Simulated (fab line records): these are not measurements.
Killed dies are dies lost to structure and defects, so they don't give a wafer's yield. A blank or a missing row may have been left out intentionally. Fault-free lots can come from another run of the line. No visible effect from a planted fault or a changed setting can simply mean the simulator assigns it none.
One fault seen from 2 desks    flow nand harc    every desk sees just its own numbers, and what lay behind them comes last

== TOOL OWNER'S DESK, ald metal-02 ==
The tool's own readings at NHARC_A_WL_FILL_ALD_02 (deposits TiN, target thk 2 nm, pulse time 3 s, ald cycles 100): means of the sampled wafers that have a number, for each lot that ran on this tool. Marked OUT: a lot whose mean sits more than 4 standard deviations from the usual mean, which makes it out of limits; the brackets give that distance.
Columns: A = heater power w at NHARC_A_WL_FILL_ALD_02, usual 1140 W; B = precursor pulse height rel at NHARC_A_WL_FILL_ALD_02, usual 1.001
lot   first seen here  A     B
L293  day 21 23:13     1148  0.996
L299  day 24 00:44     1051  1.018
L300  day 24 12:38     1065  1.009
L307  day 27 17:41     1086  1.002
L308  day 27 23:28     1027  0.994
L310  day 28 16:53     1101  1.002
Finding of this desk: none of the 6 lots has anything out of limits.

== FROM THE METROLOGY DESK ==
Lot by lot, what the gauges showed, no matter which tool ran the lot: averages of those sampled wafers that carry a number. Marked OUT: a lot whose mean sits more than 4 standard deviations from the usual mean, which makes it out of limits; the brackets give that distance.
Columns: A = cd nm at NHARC_A_SLIT_CD_MEAS_09, usual 300.1 nm
lot   first seen here  A
L291  day 20 07:34     300.5
L293  day 21 09:33     300.3
L295  day 21 09:43     299.9
L296  day 21 18:23     300.1
L299  day 23 11:02     300.3
L300  day 23 22:58     299.8
L302  day 24 16:47     300.0
L304  day 25 18:43     300.0
L309  day 27 03:59     300.5
L307  day 27 04:09     299.7
L308  day 27 04:52     300.2
L310  day 28 01:10     299.6
L311  day 28 14:46     300.5
L313  day 29 10:10     300.0
Finding of this desk: none of the 14 lots has anything out of limits.

== BROUGHT TOGETHER ==
Nothing out of limits was seen by the tool owner's desk.
At the metrology desk, nothing out of limits was observed.

== WHAT THE SIMULATOR HAD INSERTED ==
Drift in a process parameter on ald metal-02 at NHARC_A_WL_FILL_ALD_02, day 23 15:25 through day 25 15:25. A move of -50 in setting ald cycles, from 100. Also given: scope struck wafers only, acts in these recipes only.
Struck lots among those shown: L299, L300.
